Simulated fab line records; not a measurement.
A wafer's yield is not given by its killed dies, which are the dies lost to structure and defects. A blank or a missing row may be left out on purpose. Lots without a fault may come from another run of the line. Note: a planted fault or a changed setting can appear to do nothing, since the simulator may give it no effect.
fab line records	flow n5-finfet
record: lots: 8	wafers: 24	last-day: 18
route steps=1938 shown FIN_SAQP@98 BEOL_M4@1111 PASSIVATION@1936
lots untouched by any fault: they come from a run of this same line in which no faults occurred
start-h: the number of hours between the record's first day and the start of the first shown wafer of the lot	wait-h: how many hours have passed since the lot's step before this one	" identical to the entry in the row above	L1.1+2: several wafers, shown together as one row	- no value, or no start given	* or withheld: withheld	< > ~ a bound
route shown NAME@n: names a module that has steps shown in the file, with the first one's number in the route	usual: mean and standard deviation over wafers with no fault	same: alike in all rows	chamber/n: place in a boat	sites: per-site readings	_std_site: the standard deviation of these	_edge_site: inner sites' mean taken away from outer sites' mean	radius-mm: for every site, how far away it sits from the centre of the wafer	mask NAME#n: copy n	behind: the most recent tool/chamber to have shaped the wafer	hold: cause of the lot's hold/its duration in hours/its outcome	device: names the non-switching transistor (n, p or np)	end of line: tests run on the same wafers once the route is complete	a step given without rows: its recipe and nothing more	killed: dies that structure and defects cost at the first sort, which is not the same as the wafer's yield	map: a wafer's dies, marking killed ones x, the rest . and places with no die _
set.NAME: the setting that was run; set.NAME@STEP: the one run at that earlier step	model.NAME: the simulator's own value behind a step, which no gauge read
one table for each step of the route and one row for each wafer, over a sample of lots
services: when a tool's chamber went out of use (start-h, in hours from the record's first day, below 0 if earlier), for how many hours, and the reason
== steps ==
step: N5_FIN_SAQP_PECVD_47
recipe: material: a-Si	target-thk-a: 450	temp-c: 400	precursor: SiH4/He	pressure-torr: 3	rf-w: 100	time-s: 36.3
usual: heater-power-w: 856/120	showerhead-plenum-p-Torr: 5.65/0.051	showerhead-vpp-V: 633/20	susceptor-temp-C: 400.01/0.24	throttle-valve-pct: 18.0/0.79
lot.wafer	tool	chamber	start-h	wait-h	heater-power-w	showerhead-plenum-p-Torr	showerhead-vpp-V	susceptor-temp-C	throttle-valve-pct
L587.2	pecvd-01	2	33.27	0.0	927	5.71	625	400.07	17.2
L587.3	"	1	"	"	759	5.59	630	400.08	18.2
L587.6	"	2	"	"	930	5.71	634	400.00	17.0
L588.1	pecvd-04	2	39.03	0.0	979	5.56	605	400.11	18.0
L588.2	"	1	"	"	790	5.62	665	400.04	17.5
L588.4	"	1	"	"	788	5.61	652	400.25	17.1
L590.1	pecvd-01	2	52.22	0.0	984	5.72	638	400.00	17.0
L590.3	"	1	"	"	685	5.59	623	400.14	18.0
L590.5	"	0	"	"	846	5.65	635	399.77	18.3
L591.2	pecvd-04	1	58.92	0.0	927	5.63	675	399.78	17.2
L591.3	"	0	"	"	1049	5.65	653	399.97	18.3
L591.4	"	2	"	"	991	5.57	608	399.79	18.1
L594.3	pecvd-03	2	75.79	0.0	885	5.73	654	400.11	16.5
L594.4	"	0	"	"	592	5.63	583	399.68	19.1
L594.5	"	1	"	"	852	5.68	651	400.35	18.3
L600.2	pecvd-04	0	112.54	0.0	924	5.66	642	399.68	18.4
L600.4	"	2	"	"	1013	5.58	620	400.33	18.3
L600.6	"	2	"	"	1002	5.55	613	400.02	18.2
L603.1	pecvd-01	1	129.21	0.0	699	5.59	639	399.95	17.9
L603.2	"	0	"	"	851	5.65	633	400.06	18.7
L603.4	"	1	"	"	698	5.60	638	399.65	18.2
L605.1	pecvd-03	2	143.28	0.0	954	5.74	644	400.12	16.4
L605.3	"	1	"	"	844	5.67	635	399.98	17.9
L605.6	"	1	"	"	850	5.68	644	400.14	18.4
step: N5_FIN_SAQP_DESCUM_21
recipe: chemistry: O2	time-s: 7.9	source-power-w: 50	bias-power-w: 20	pressure-mtorr: 20	rf-frequency-hz: 2.712e+07	temp-c: 40	resist: CAR-ArF	o2-flow-sccm: 225
usual: drypump-motor-current-A: 5.7/0.43	oes-product-au: 0.76/0.048	rf-vpp-V: 243.0/1.5	showerhead-plenum-p-Torr: 2.08/0.092	throttle-valve-pct: 20.48/0.16
lot.wafer	tool	chamber	start-h	wait-h	drypump-motor-current-A	oes-product-au	rf-hours-counter-h	rf-vpp-V	showerhead-plenum-p-Torr	throttle-valve-pct
L587.2	rie-diel-05	2	33.89	0.0	5.5	0.71	187	241.0	2.00	20.41
L587.3	"	1	"	"	6.6	0.71	213	241.0	2.00	20.82
L587.6	"	0	"	"	5.3	0.80	-	242.0	1.92	20.47
L588.1	rie-diel-06	0	42.06	0.0	6.0	0.82	96	245.7	2.22	20.56
L588.2	"	3	"	"	5.7	0.82	86	244.8	2.21	20.45
L588.4	"	2	"	"	5.6	0.72	168	240.6	2.01	20.47
L590.1	rie-diel-05	2	53.10	0.3	5.5	0.72	196	240.7	1.99	20.43
L590.3	"	3	"	"	5.1	0.77	156	243.9	2.08	20.34
L590.5	"	2	"	"	5.5	0.71	-	242.6	1.99	20.42
L591.2	rie-diel-01	2	59.69	0.2	6.4	0.71	187	243.9	2.16	20.29
L591.3	"	0	"	"	5.5	0.85	36	244.5	2.14	20.23
L591.4	"	1	"	"	6.1	0.75	149	243.3	2.07	20.41
L594.3	rie-diel-06	0	76.54	0.0	6.0	0.81	108	245.0	2.22	20.58
L594.4	"	2	"	"	5.5	0.72	180	241.3	2.00	20.51
L594.5	"	0	"	"	6.0	0.80	-	244.8	2.22	20.58
L600.2	rie-diel-01	3	113.50	0.2	5.3	0.72	194	243.6	2.07	20.33
L600.4	"	1	"	"	6.1	0.74	170	244.6	2.06	20.43
L600.6	"	0	"	"	5.4	0.82	-	244.0	2.13	20.26
L603.1	rie-diel-01	0	129.83	0.0	5.4	0.83	62	243.1	2.13	20.26
L603.2	"	1	"	"	6.1	0.73	177	242.0	2.06	20.42
L603.4	"	3	"	"	5.3	0.73	199	244.0	2.07	20.32
L605.1	rie-diel-05	2	143.95	0.1	5.5	0.69	228	241.0	1.98	20.45
L605.3	"	3	"	"	5.1	0.73	190	243.0	2.07	20.38
L605.6	"	0	"	"	5.3	0.76	-	239.8	1.91	20.53
step: N5_FIN_SAQP_MANDREL1_REMOVE_56
recipe: chemistry: HBr/Cl2/O2	bt-time-s: 10	target: a-Si	stop-on: SiNx	endpoint: OES-SiCl	over-etch-frac: 1	icp-w: 600	bias-w: 22	HBr_flow_sccm: 150	Cl2_flow_sccm: 80	O2_flow_sccm: 5	pressure-mtorr: 10
usual: drypump-motor-current-A: 5.6/0.38	oes-product-au: 1.006/0.02	throttle-valve-pct: 36.7/0.31
lot.wafer	tool	chamber	start-h	wait-h	drypump-motor-current-A	oes-product-au	rf-hours-counter-h	throttle-valve-pct
L587.2	rie-si-04	2	36.05	0.1	5.1	1.041	7	36.6
L587.3	"	3	"	"	6.3	0.997	34	36.8
L587.6	"	0	"	"	5.9	1.029	-	36.8
L588.1	rie-si-01	2	44.41	0.1	5.0	1.030	159	36.9
L588.2	"	0	"	"	6.1	0.999	77	36.5
L588.4	"	0	"	"	6.1	1.002	-	36.5
L590.1	rie-si-04	2	55.83	0.1	5.1	1.043	7	36.6
L590.3	"	1	"	"	5.2	0.991	194	36.4
L590.5	"	3	"	"	6.2	1.007	-	36.8
L591.2	rie-si-01	1	61.81	0.1	5.5	0.999	160	36.5
L591.3	"	3	"	"	5.3	0.968	85	37.0
L591.4	"	2	"	"	5.0	1.033	159	36.9
L594.3	rie-si-01	3	78.56	0.1	5.4	0.964	85	37.0
L594.4	"	2	"	"	5.0	1.035	159	36.9
L594.5	"	0	"	"	6.1	0.986	-	36.5
L600.2	rie-si-06	0	115.48	0.1	5.4	0.975	88	37.1
L600.4	"	3	"	"	5.6	1.006	170	37.4
L600.6	"	0	"	"	5.5	0.979	-	37.1
L603.1	rie-si-04	3	131.73	0.1	6.3	1.010	36	36.8
L603.2	"	2	"	"	5.1	1.031	8	36.6
L603.4	"	1	"	"	5.2	0.989	195	36.4
L605.1	rie-si-06	1	146.20	0.1	5.9	0.993	93	36.7
L605.3	"	0	"	"	5.5	0.983	89	37.1
L605.6	"	3	"	"	5.6	0.998	-	37.4
step: N5_FIN_SAQP_CD_MEAS_27
recipe: target-cd-nm: 20	landing-energy-ev: 1000	detector: se-inlens	polarity: line
usual: cd-nm: 20.33/0.2
lot.wafer	tool	chamber	start-h	wait-h	cd-nm
L587.2	cd-sem-03	0	36.16	0.1	20.19
L587.3	"	0	"	"	20.34
L587.6	"	0	"	"	20.23
L588.1	cd-sem-02	0	44.52	0.1	20.54
L588.2	"	0	"	"	20.35
L588.4	"	0	"	"	20.72
L590.1	cd-sem-03	0	55.94	0.1	20.20
L590.3	"	0	"	"	20.26
L590.5	"	0	"	"	20.57
L591.2	cd-sem-01	0	61.93	0.1	20.20
L591.3	"	0	"	"	20.15
L591.4	"	0	"	"	20.50
L594.3	cd-sem-01	0	78.68	0.1	20.60
L594.4	"	0	"	"	20.57
L594.5	"	0	"	"	20.58
L600.2	cd-sem-03	0	115.59	0.1	19.99
L600.4	"	0	"	"	20.46
L600.6	"	0	"	"	20.60
L603.1	cd-sem-02	0	131.84	0.1	20.49
L603.2	"	0	"	"	20.62
L603.4	"	0	"	"	20.45
L605.1	cd-sem-02	0	146.32	0.1	20.18
L605.3	"	0	"	"	20.35
L605.6	"	0	"	"	20.82
step: N5_FIN_SAQP_MANDREL_ETCH_58
recipe: chemistry: HBr/Cl2	target: a-Si	target-depth-a: 450	bt-time-s: 10	stop-on: SiNx	mask-material: SiO2	over-etch-frac: 0.8	time-s: 27	pressure-mtorr: 10	icp-w: 800	bias-w: 75	HBr_flow_sccm: 150	Cl2_flow_sccm: 80	ends: end-point
usual: drypump-motor-current-A: 5.6/0.4	oes-product-au: 0.703/0.014	throttle-valve-pct: 35.58/0.28
lot.wafer	tool	chamber	start-h	wait-h	drypump-motor-current-A	oes-product-au	rf-hours-counter-h	throttle-valve-pct
L587.2	rie-si-04	2	36.66	0.0	5.1	0.728	7	35.41
L587.3	"	1	"	"	5.2	0.687	193	35.30
L587.6	"	3	"	"	6.2	0.721	-	35.67
L588.1	rie-si-04	1	44.71	0.0	5.2	0.695	194	35.30
L588.2	"	3	"	"	6.3	0.705	35	35.69
L588.4	"	2	"	"	5.1	0.717	7	35.42
L590.1	rie-si-06	2	56.45	0.0	5.6	0.699	121	35.13
L590.3	"	3	"	"	5.7	0.712	169	36.27
L590.5	"	1	"	"	6.0	0.695	-	35.57
L591.2	rie-si-04	3	62.12	0.0	6.3	0.707	35	35.72
L591.3	"	0	"	"	6.0	0.716	116	35.68
L591.4	"	2	"	"	5.1	0.726	7	35.42
L594.3	rie-si-06	1	78.86	0.0	5.9	0.702	91	35.57
L594.4	"	3	"	"	5.7	0.719	170	36.22
L594.5	"	1	"	"	5.9	0.704	-	35.55
L600.2	rie-si-04	3	116.04	0.0	6.2	0.715	36	35.69
L600.4	"	2	"	"	5.1	0.717	8	35.41
L600.6	"	3	"	"	6.3	0.710	-	35.71
L603.1	rie-si-01	0	132.02	0.0	6.1	0.682	78	35.35
L603.2	"	2	"	"	5.0	0.661	160	35.84
L603.4	"	1	"	"	5.5	0.704	161	35.36
L605.1	rie-si-01	1	146.51	0.0	5.5	0.708	161	35.37
L605.3	"	2	"	"	5.0	0.712	160	35.75
L605.6	"	2	"	"	5.0	0.717	-	35.74
step: N5_BEOL_M4_RC_MEAS_101
usual: DIBL_N: 35.9/1.4	DIBL_P: 35.9/1.7	IOFF_N: 0.160/0.026	IOFF_P: 0.21/0.036	ION_N: 672/11	ION_P: 461/8.1	SS_N: 71.4/0.54	SS_P: 73.2/0.67	VT_N: 249.3/2.7	VT_P: -250/3.9
lot.wafer	tool	chamber	start-h	wait-h	DIBL_N[mV/V]	DIBL_P[mV/V]	IOFF_N[nA/um]	IOFF_P[nA/um]	ION_N[uA/um]	ION_P[uA/um]	SS_N[mV/dec]	SS_P[mV/dec]	VT_N[mV]	VT_P[mV]
L587.2	prober-01	0	192.44	0.2	34.8	34.6	0.127	0.20	660	460	71.4	71.7	253.8	-248
L587.3	"	0	"	"	36.4	37.3	0.172	0.26	683	474	71.5	73.3	250.2	-246
L587.6	"	0	"	"	32.5	32.9	0.114	0.19	669	470	70.7	72.3	250.5	-247
L588.1	prober-02	0	196.80	0.0	36.3	36.2	0.161	0.22	674	462	71.1	74.1	249.6	-247
L588.2	"	0	"	"	38.0	39.1	0.208	0.28	682	465	72.0	73.7	246.3	-248
L588.4	"	0	"	"	36.7	35.7	0.169	0.21	674	454	71.8	73.2	250.4	-247
L591.2	prober-01	0	197.59	0.2	35.8	37.4	0.168	0.24	689	473	71.4	73.3	248.0	-249
L591.3	"	0	"	"	37.2	38.3	0.183	0.24	681	463	71.7	73.6	246.9	-247
L591.4	"	0	"	"	35.4	36.6	0.158	0.21	666	459	70.7	73.8	249.3	-252
L590.1	prober-01	0	206.52	0.0	37.4	35.6	0.178	0.20	674	456	71.8	73.3	247.8	-255
L590.3	"	0	"	"	37.1	36.0	0.178	0.21	686	458	71.6	73.6	249.2	-253
L590.5	"	0	"	"	35.0	33.4	0.136	0.16	664	448	71.7	72.4	253.0	-255
L594.3	prober-02	0	221.33	0.3	35.6	34.3	0.140	0.19	666	456	71.3	72.4	253.3	-252
L594.4	"	0	"	"	35.7	35.1	0.142	0.19	663	457	70.9	72.9	251.2	-250
L594.5	"	0	"	"	36.2	34.6	0.146	0.19	670	462	71.1	72.4	250.4	-250
L600.2	prober-02	0	255.08	0.2	34.8	35.3	0.136	0.16	656	454	71.0	73.2	249.6	-255
L600.4	"	0	"	"	34.5	34.6	0.142	0.16	669	453	70.9	73.3	250.4	-254
L600.6	"	0	"	"	34.4	35.7	0.152	0.17	681	458	71.0	72.9	247.1	-254
L603.1	prober-01	0	276.40	0.0	37.8	38.4	0.207	0.23	679	458	72.8	73.4	246.9	-248
L603.2	"	0	"	"	34.7	34.8	0.137	0.18	658	456	71.4	72.3	250.4	-252
L603.4	"	0	"	"	37.3	38.4	0.178	0.23	672	459	72.2	74.3	245.6	-248
L605.1	prober-02	0	309.35	0.0	36.1	34.4	0.142	0.15	664	450	70.9	72.8	249.5	-258
L605.3	"	0	"	"	37.1	36.0	0.142	0.17	643	441	71.9	73.1	253.3	-254
L605.6	"	0	"	"	37.0	36.6	0.158	0.18	674	450	71.8	73.2	248.2	-255
step: N5_PASSIVATION_PROBE_49
usual: defect-limited-yield: 90.9/1.5	killed_at_M0_to_M3: 35/10	killed_at_M4_up: 14/5.2	killed-at-contacts: 13/7.3	killed-at-front-end: 42/12	killed-at-other: 3.4/2.5	killed-dies: 108/18	killed-open: 70/13	killed-short: 35/8	sort_bin_5_function: 5.4/1	sort_bin_6_memory: 3.4/0.71	sort-n-pass: 1072/18	sort-yield-pct: 90.9/1.5
same: gross-dies: 1180	killed-at-back-side: 0	sort_bin_4_leakage[%]: 0	sort_bin_8_speed[%]: 0
lot.wafer	tool	chamber	start-h	wait-h	defect-limited-yield[%]	killed_at_M0_to_M3	killed_at_M4_up	killed-at-contacts	killed-at-front-end	killed-at-other	killed-dies	killed-open	killed-short	sort_bin_5_function[%]	sort_bin_6_memory[%]	sort-n-pass	sort-yield-pct[%]
L587.2	prober-01	-	294.16	0.1	92.0	38	13	6	28	9	94	58	28	4.9	2.5	1086	92.0
L587.3	prober-01	-	294.21	0.1	92.2	38	13	18	22	1	92	60	28	4.5	3.1	1088	92.2
L587.6	prober-01	-	294.36	0.3	92.5	32	11	19	25	2	89	58	29	4.1	2.9	1091	92.5
L588.1	prober-02	-	294.98	0.0	91.2	61	15	7	21	0	104	62	40	5.2	3.3	1076	91.2
L588.2	prober-02	-	295.03	0.1	91.6	35	11	11	37	5	99	57	37	5.3	2.5	1081	91.6
L588.4	prober-02	-	295.13	0.2	93.2	23	18	3	36	0	80	61	15	4.1	2.6	1100	93.2
L591.2	prober-01	-	299.93	0.1	92.5	46	9	9	21	3	88	45	41	4.4	2.5	1092	92.5
L591.3	prober-01	-	299.98	0.1	91.3	49	14	10	29	1	103	65	38	4.7	3.6	1077	91.3
L591.4	prober-01	-	300.03	0.2	92.6	48	13	4	20	2	87	54	32	4.3	2.8	1093	92.6
L590.1	prober-02	-	303.40	0.0	92.1	29	11	19	31	3	93	57	34	4.2	3.5	1087	92.1
L590.3	prober-02	-	303.50	0.1	92.0	22	22	9	37	4	94	54	36	5.4	2.2	1086	92.0
L590.5	prober-02	-	303.60	0.2	90.6	24	16	22	45	4	111	82	26	5.3	3.9	1069	90.6
L594.3	prober-01	-	317.58	0.1	88.8	42	7	19	60	4	132	85	41	5.9	4.7	1048	88.8
L594.4	prober-01	-	317.63	0.2	91.4	34	13	15	39	1	102	61	39	5.0	3.2	1078	91.4
L594.5	prober-01	-	317.68	0.2	89.2	43	13	20	51	1	128	83	39	5.3	4.7	1052	89.2
L600.2	prober-02	-	361.47	0.1	93.1	31	10	8	31	1	81	61	20	3.5	3.2	1099	93.1
L600.4	prober-02	-	361.57	0.2	88.2	41	14	10	68	6	139	98	40	7.0	4.4	1041	88.2
L600.6	prober-02	-	361.67	0.3	90.7	30	16	18	43	3	110	77	32	4.9	3.7	1070	90.7
L603.1	prober-02	-	381.99	0.0	91.2	33	11	10	44	6	104	81	22	5.3	3.1	1076	91.2
L603.2	prober-02	-	382.04	0.1	92.9	32	10	14	26	2	84	58	25	4.6	2.5	1096	92.9
L603.4	prober-02	-	382.14	0.2	91.4	30	20	10	40	2	102	62	38	5.3	3.2	1078	91.4
L605.1	prober-01	-	425.81	0.0	88.6	41	23	13	55	2	134	85	45	5.6	5.1	1046	88.6
L605.3	prober-01	-	425.91	0.1	88.1	55	18	9	57	1	140	103	34	7.6	3.9	1040	88.1
L605.6	prober-01	-	426.06	0.3	87.5	38	18	12	78	1	147	90	55	7.5	4.7	1033	87.5
killed by level:class
L587.2 BEOL_M0_SAQP:geometric-particle:open=9 STI_FIN_REVEAL:geometric-particle:open=7 BEOL_M3:geometric-particle:open=6 PASS1_CAP:geometric-particle:short=6 FIN_SAQP:geometric-particle:open=5 MOL_CONTACT_COAG:geometric-particle:open=5 BEOL_M0:geometric-particle:open=5 BEOL_M1:geometric-particle:open=4
L587.3 MOL_CONTACT_COAG:geometric-particle:open=13 BEOL_M1:geometric-particle:open=9 FIN_SAQP:geometric-particle:open=6 BEOL_M1:geometric-particle:short=5 BEOL_M3:geometric-particle:open=5 MOL_CONTACT_COAG:geometric-particle:short=4 BEOL_M0_SAQP:geometric-particle:short=4 BEOL_M0:geometric-particle:open=4
L587.6 MOL_CONTACT_COAG:geometric-particle:open=17 BEOL_M3:geometric-particle:open=11 FIN_SAQP:geometric-particle:open=9 BEOL_M1:geometric-particle:open=5 BEOL_M0_SAQP:geometric-particle:short=4 BEOL_M1:geometric-particle:short=4 BEOL_M4:geometric-particle:open=4 FIN_SAQP:geometric-particle:short=3
L588.1 BEOL_M0_SAQP:geometric-particle:short=21 BEOL_M0_SAQP:geometric-particle:open=17 BEOL_M2:geometric-particle:open=11 MOL_CONTACT_COAG:geometric-particle:open=7 GATE_CUT:geometric-particle:open=5 BEOL_M4:geometric-particle:open=5 FIN_SAQP:geometric-particle:short=4 BEOL_M2:geometric-particle:short=4
L588.2 BEOL_M0_SAQP:geometric-particle:short=13 BEOL_M0_SAQP:geometric-particle:open=9 MOL_CONTACT_COAG:geometric-particle:open=8 FIN_SAQP:geometric-particle:open=7 FIN_SAQP:geometric-particle:short=6 GATE_CUT:geometric-particle:open=5 GATE_CUT:geometric-particle:short=5 STI_FIN_REVEAL:geometric-particle:open=4
L588.4 FIN_SAQP:geometric-particle:open=11 BEOL_M0_SAQP:geometric-particle:open=8 BEOL_M4:geometric-particle:open=8 STI_FIN_REVEAL:geometric-particle:open=5 BEOL_M2:geometric-particle:open=5 STARTING-WAFER:geometric-particle:open=5 FIN_SAQP:geometric-particle:short=4 DUMMY_GATE:geometric-particle:open=4
L591.2 BEOL_M0_SAQP:geometric-particle:short=16 BEOL_M0_SAQP:geometric-particle:open=11 FIN_SAQP:geometric-particle:short=6 MOL_CONTACT_COAG:geometric-particle:open=6 BEOL_M3:geometric-particle:open=6 FIN_SAQP:geometric-particle:open=3 STI_FIN_REVEAL:geometric-particle:open=3 BEOL_M4:geometric-particle:open=3
L591.3 BEOL_M0_SAQP:geometric-particle:open=15 BEOL_M0_SAQP:geometric-particle:short=12 BEOL_M2:geometric-particle:open=11 BEOL_M5:geometric-particle:open=7 STI_FIN_REVEAL:geometric-particle:open=6 MOL_CONTACT_COAG:geometric-particle:short=5 MOL_CONTACT_COAG:geometric-particle:open=5 FIN_SAQP:geometric-particle:short=4
L591.4 BEOL_M0_SAQP:geometric-particle:short=13 BEOL_M0_SAQP:geometric-particle:open=10 BEOL_M4:geometric-particle:open=7 BEOL_M1:geometric-particle:open=6 BEOL_M3:geometric-particle:open=6 STARTING-WAFER:geometric-particle:open=6 BEOL_M3:geometric-particle:short=5 DUMMY_GATE:geometric-particle:open=4
L590.1 MOL_CONTACT_COAG:geometric-particle:open=16 FIN_SAQP:geometric-particle:open=9 BEOL_M0_SAQP:geometric-particle:short=9 FIN_SAQP:geometric-particle:short=7 STI_FIN_REVEAL:geometric-particle:open=5 BEOL_M2:geometric-particle:open=5 GATE_CUT:geometric-particle:short=4 BEOL_M0_SAQP:geometric-particle:open=4
L590.3 STI_FIN_REVEAL:geometric-particle:open=12 BEOL_M0_SAQP:geometric-particle:short=8 BEOL_M4:geometric-particle:open=6 BEOL_M5:geometric-particle:short=6 MOL_CONTACT_COAG:geometric-particle:open=6 BEOL_M0_SAQP:geometric-particle:open=6 FIN_SAQP:geometric-particle:open=4 FIN_SAQP:geometric-particle:short=4
L590.5 MOL_CONTACT_COAG:geometric-particle:open=20 FIN_SAQP:geometric-particle:open=15 STI_FIN_REVEAL:geometric-particle:open=13 BEOL_M0_SAQP:geometric-particle:open=9 FIN_SAQP:geometric-particle:short=5 BEOL_M0_SAQP:geometric-particle:short=4 BEOL_M1:geometric-particle:short=4 BEOL_M5:geometric-particle:open=4
L594.3 STI_FIN_REVEAL:geometric-particle:open=27 MOL_CONTACT_COAG:geometric-particle:open=14 BEOL_M0_SAQP:geometric-particle:short=11 BEOL_M3:geometric-particle:open=8 GATE_CUT:geometric-particle:short=8 BEOL_M0_SAQP:geometric-particle:open=7 FIN_SAQP:geometric-particle:open=6 STI_FIN_REVEAL:geometric-particle:short=5
L594.4 MOL_CONTACT_COAG:geometric-particle:open=13 BEOL_M0_SAQP:geometric-particle:short=10 BEOL_M0_SAQP:geometric-particle:open=9 STI_FIN_REVEAL:geometric-particle:open=6 GATE_CUT:geometric-particle:short=6 FIN_SAQP:geometric-particle:open=5 STI_FIN_REVEAL:geometric-particle:short=4 BEOL_M1:geometric-particle:open=4
L594.5 MOL_CONTACT_COAG:geometric-particle:open=18 BEOL_M0_SAQP:geometric-particle:short=14 BEOL_M0_SAQP:geometric-particle:open=13 STI_FIN_REVEAL:geometric-particle:open=12 GATE_CUT:geometric-particle:short=8 FIN_SAQP:geometric-particle:open=6 STARTING-WAFER:geometric-particle:open=6 BEOL_M3:geometric-particle:open=6
L600.2 BEOL_M2:geometric-particle:open=15 FIN_SAQP:geometric-particle:short=6 STI_FIN_REVEAL:geometric-particle:open=6 MOL_CONTACT_COAG:geometric-particle:open=6 FIN_SAQP:geometric-particle:open=5 BEOL_M3:geometric-particle:open=5 STARTING-WAFER:geometric-particle:open=4 BEOL_M4:geometric-particle:open=4
L600.4 FIN_SAQP:geometric-particle:open=15 BEOL_M0_SAQP:geometric-particle:open=13 BEOL_M0_SAQP:geometric-particle:short=13 STI_FIN_REVEAL:geometric-particle:open=11 FIN_SAQP:geometric-particle:short=10 DUMMY_GATE:geometric-particle:open=10 MOL_CONTACT_COAG:geometric-particle:open=9 GATE_CUT:geometric-particle:short=6
L600.6 STI_FIN_REVEAL:geometric-particle:open=13 MOL_CONTACT_COAG:geometric-particle:open=13 BEOL_M0_SAQP:geometric-particle:open=10 FIN_SAQP:geometric-particle:open=9 BEOL_M4:geometric-particle:open=8 FIN_SAQP:geometric-particle:short=6 BEOL_M0_SAQP:geometric-particle:short=6 MOL_CONTACT_COAG:geometric-particle:short=5
L603.1 FIN_SAQP:geometric-particle:open=10 MOL_CONTACT_COAG:geometric-particle:open=10 BEOL_M1:geometric-particle:open=9 STI_FIN_REVEAL:geometric-particle:open=8 DUMMY_GATE:geometric-particle:open=6 GATE_CUT:geometric-particle:short=6 BEOL_M0_SAQP:geometric-particle:open=6 BEOL_M2:geometric-particle:open=5
L603.2 MOL_CONTACT_COAG:geometric-particle:open=11 BEOL_M2:geometric-particle:open=8 BEOL_M3:geometric-particle:open=7 FIN_SAQP:geometric-particle:short=5 GATE_CUT:geometric-particle:open=5 BEOL_M0:geometric-particle:open=5 BEOL_M4:geometric-particle:open=5 BEOL_M1:geometric-particle:open=4
L603.4 MOL_CONTACT_COAG:geometric-particle:open=8 GATE_CUT:geometric-particle:short=7 BEOL_M5:geometric-particle:open=6 FIN_SAQP:geometric-particle:short=5 STI_FIN_REVEAL:geometric-particle:open=5 DUMMY_GATE:geometric-particle:open=5 STARTING-WAFER:geometric-particle:short=5 BEOL_M1:geometric-particle:open=4
L605.1 FIN_SAQP:geometric-particle:short=11 FIN_SAQP:geometric-particle:open=11 MOL_CONTACT_COAG:geometric-particle:open=11 STI_FIN_REVEAL:geometric-particle:open=10 BEOL_M4:geometric-particle:open=10 GATE_CUT:geometric-particle:short=8 BEOL_M2:geometric-particle:open=7 BEOL_M0_SAQP:geometric-particle:open=6
L605.3 BEOL_M2:geometric-particle:open=20 STI_FIN_REVEAL:geometric-particle:open=18 FIN_SAQP:geometric-particle:open=10 BEOL_M4:geometric-particle:open=10 BEOL_M0:geometric-particle:open=7 MOL_CONTACT_COAG:geometric-particle:open=7 BEOL_M3:geometric-particle:open=6 GATE_CUT:geometric-particle:short=6
L605.6 STI_FIN_REVEAL:geometric-particle:open=20 FIN_SAQP:geometric-particle:open=14 GATE_CUT:geometric-particle:short=14 BEOL_M2:geometric-particle:open=9 BEOL_M4:geometric-particle:open=9 FIN_SAQP:geometric-particle:short=8 MOL_CONTACT_COAG:geometric-particle:open=8 BEOL_M0_SAQP:geometric-particle:short=7
== services ==
tool	chamber	start-h	hours	kind
pecvd-01	1	15.16	2.1	scheduled-down
rie-diel-05	1	35.97	1.5	repair
rie-si-01	1	37.98	9.0	repair
rie-diel-01	-	38.30	0.8	repair
rie-diel-01	-	39.22	13.9	repair
pecvd-03	2	51.19	5.5	scheduled-down
pecvd-03	-	67.11	1.6	repair
rie-si-01	-	82.92	15.6	pm
pecvd-03	-	97.71	5.5	pm
pecvd-04	1	112.47	2.1	scheduled-down
rie-diel-06	2	130.51	8.3	repair
pecvd-03	2	138.28	2.1	scheduled-down
rie-diel-05	1	139.24	-	clean
rie-diel-05	1	139.24	-	consumable-replace:focus-ring
rie-diel-05	1	139.24	-	consumable-replace:showerhead
rie-diel-05	1	139.24	12.1	scheduled-down
rie-diel-05	1	139.24	12.1	vent-cycle
rie-si-04	3	142.13	1.4	repair
rie-si-01	3	145.68	7.2	repair
rie-si-04	1	146.47	-	clean
rie-si-04	1	146.47	18.4	scheduled-down
rie-si-04	1	146.47	18.4	vent-cycle
== key ==
first-sign: step: N5_FIN_SAQP_MANDREL_ETCH_58	reading: oes-product-au	direction: down	sigmas: 3.1	usual: 0.703	struck: 0.661
effect none on later readings
met-at N5_FIN_SAQP_PECVD_47
struck-lots L603
struck-wafers L603.2
not-acting-at N5_FIN_SAQP_DESCUM_21,N5_FIN_SAQP_MANDREL1_REMOVE_56,N5_FIN_SAQP_CD_MEAS_27
onset-between 52.22 129.21
fault: kind: site-profile-drift	tool: pecvd-01	chamber: 0	onset-h: 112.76	steps: N5_FIN_SAQP_PECVD_47	basis: fraction	max-abs-drift: 0.29544	slope-share-per-hr: 65.654	site-pattern: 0,0,0,0,0,-1,-1,-1,-1
